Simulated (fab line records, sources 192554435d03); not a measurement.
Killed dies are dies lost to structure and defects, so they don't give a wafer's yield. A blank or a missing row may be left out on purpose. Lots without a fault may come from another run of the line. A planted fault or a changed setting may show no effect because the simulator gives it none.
A struck lot beside a sound one | flow n5_finfet | 23 steps out of a route of 1938
Sound: wafers L979.3, L979.4, L979.6. Struck: wafers L974.2, L974.5, L974.6. The cause comes at the end.
At each step with rows: each side's tool, then ch and its chambers, then its first start. Under that, the readings that differ: sound wafers | struck wafers | difference of the means | sigmas: that difference in standard deviations of wafers without a fault.
alike: readings whose means differ by less than 2 such deviations, and words and numbers that are the same on both sides. not compared: withheld readings, readings that some wafer has no value for, bounds like >300 that may hide the same value, and numbers for which the record gives no deviation and whose values overlap.
The two part at a step that has a row with sigmas, a row that says differs or no value, or rows on one side only. Numbers that don't overlap but have no deviation are shown without sigmas and don't part them. A reading that every wafer of one side lacks parts them only if that side has two wafers or more.

N5_BEOL_M0_DEGAS_112: time 60 s.
  sound on pvd_sputter-02, day 9 15:34; struck on pvd_sputter-02, day 8 09:59
  alike: heater_power_w
then, 4 steps without rows for these wafers: N5_BEOL_M0_PRE_CLEAN_113 (time 30 s); N5_BEOL_M0_ALD_136 (deposits TaN, pulse time 2 s, purge time 3 s, co reactant purge time 2 s); N5_BEOL_M0_SURFACE_TREAT_137; N5_BEOL_M0_CVD_115 (deposits Co from CCTBA/H2, time 120 s).
N5_BEOL_M0_SPUTTER_116: material Cu, target thk 4 nm, time 7.37 s.
  sound on pvd_sputter-02, day 9 17:29; struck on pvd_sputter-03, day 8 13:31
  alike: chamber_pressure_pa, throttle_valve_pct
then, 1 step without rows for these wafers: N5_BEOL_M0_ANNEAL_117 (time 60 s).
N5_BEOL_M0_SPUTTER_132: material Cu, target thk 4 nm, time 7.37 s.
  sound on pvd_sputter-02, day 9 17:37; struck on pvd_sputter-03, day 8 13:38
  alike: chamber_pressure_pa, throttle_valve_pct
then, 4 steps without rows for these wafers: N5_BEOL_M0_ANNEAL_133 (time 60 s); N5_BEOL_M0_SPUTTER_134 (material Cu, target thk 4 nm, time 7.37 s); N5_BEOL_M0_ANNEAL_135 (time 60 s); N5_BEOL_M0_SPUTTER_141 (material Cu, target thk 4 nm, time 7.37 s).
N5_BEOL_M0_ECD_118: material Cu, target thk 300 nm.
  sound on ecd_cu-01 ch 0,1, day 9 17:59; struck on ecd_cu-01 ch 0,1, day 8 13:59
then, 1 step without rows for these wafers: N5_BEOL_M0_ANNEAL_119 (time 90 s).
N5_BEOL_M0_CMP_120: polishes, stops on SiOC, t overpolish 6.9 s.
  sound on cmp-01 ch 0,3, day 9 18:38; struck on cmp-01 ch 0,2,3, day 8 14:26
  reading                | sound    | struck | difference | sigmas
  time_to_endpoint_s (s) | 58 69 56 | 0 3 0  | -60        | -14
  alike: clearing_platen_rpm, motor_current_A
N5_BEOL_M0_PRE_CLEAN_131: time 15 s.
  sound on cvd_co-01 ch 1,2, day 9 18:58; struck on cvd_co-02 ch 0,1,2, day 8 14:42
  alike: heater_power_w
then, 2 steps without rows for these wafers: N5_BEOL_M0_CO_CAP_123 (material Co, precursor CCTBA/H2, target thk 2 nm, time 102.1 s); N5_BEOL_M0_PRE_CLEAN_124 (time 15 s).
N5_BEOL_M0_DEP_125: deposits SiCN from 3MS/NH3, target thk 8 nm, time 14 s.
  sound on pecvd-04 ch 0,2, day 9 19:08; struck on pecvd-01 ch 0,2, day 8 14:52
  alike: showerhead_plenum_p_Torr, throttle_valve_pct
N5_BEOL_M0_RS_MEAS_126: measures by four-point-probe.
  sound on film_metro-01, day 9 19:13; struck on film_metro-01, day 8 14:56
  reading        | sound             | struck               | difference | sigmas
  M0_RS (ohm/sq) | 0.551 0.491 0.550 | 83.441 96.999 88.103 | +88.984    | +99 or more
N5_BEOL_M0_INSPECT_127: inspects for defects (darkfield).
  sound on defect_inspect-02, day 9 19:14; struck on defect_inspect-01, day 8 14:57
  alike: raw_defect_count
N5_BEOL_M4_RC_MEAS_101:
  the record has rows for the sound wafers here (prober-01 ch 0, day 11 08:31) and none for the struck ones
-- the record jumps here: 6 days lie between the struck wafers' starts before and after (it left off in module BEOL_M4 and takes up again in module PASSIVATION, whose first step shown is number 1936 of the route) --
N5_PASSIVATION_PROBE_49:
  sound on prober-02, day 15 16:45; struck on prober-01, day 14 13:30
  reading                  | sound          | struck         | difference | sigmas
  defect_limited_yield (%) | 90.1 86.5 88.4 | 0 0 0          | -88        | -59
  killed_at_M0_to_M3       | 42 43 34       | 1110 1103 1110 | +1068      | +97
  killed_at_front_end      | 53 93 73       | 36 41 37       | -35        | -3
  killed_dies              | 117 159 137    | 1180 1180 1180 | +1042      | +58
  killed_on_rim            | 13 25 14       | 152 152 152    | +135       | +32
  killed_open              | 82 119 92      | 68 68 64       | -31        | -2
  sort_bin_5_function (%)  | 5.8 7.5 6.2    | 96.5 96.1 96.4 | +89.8      | +90
  sort_bin_6_memory (%)    | 3.6 5.6 5.0    | 3.1 3.3 3.4    | -1.5       | -2
  sort_n_pass              | 1063 1021 1043 | 0 0 0          | -1042      | -58
  sort_yield_pct (%)       | 90.1 86.5 88.4 | 0 0 0          | -88        | -59
  alike: killed_at_M4_up, killed_at_contacts, killed_at_other, killed_short

WHERE THEY PART
First at N5_BEOL_M0_CMP_120; last, within this record, at N5_PASSIVATION_PROBE_49.

WHY: what the simulator had put in
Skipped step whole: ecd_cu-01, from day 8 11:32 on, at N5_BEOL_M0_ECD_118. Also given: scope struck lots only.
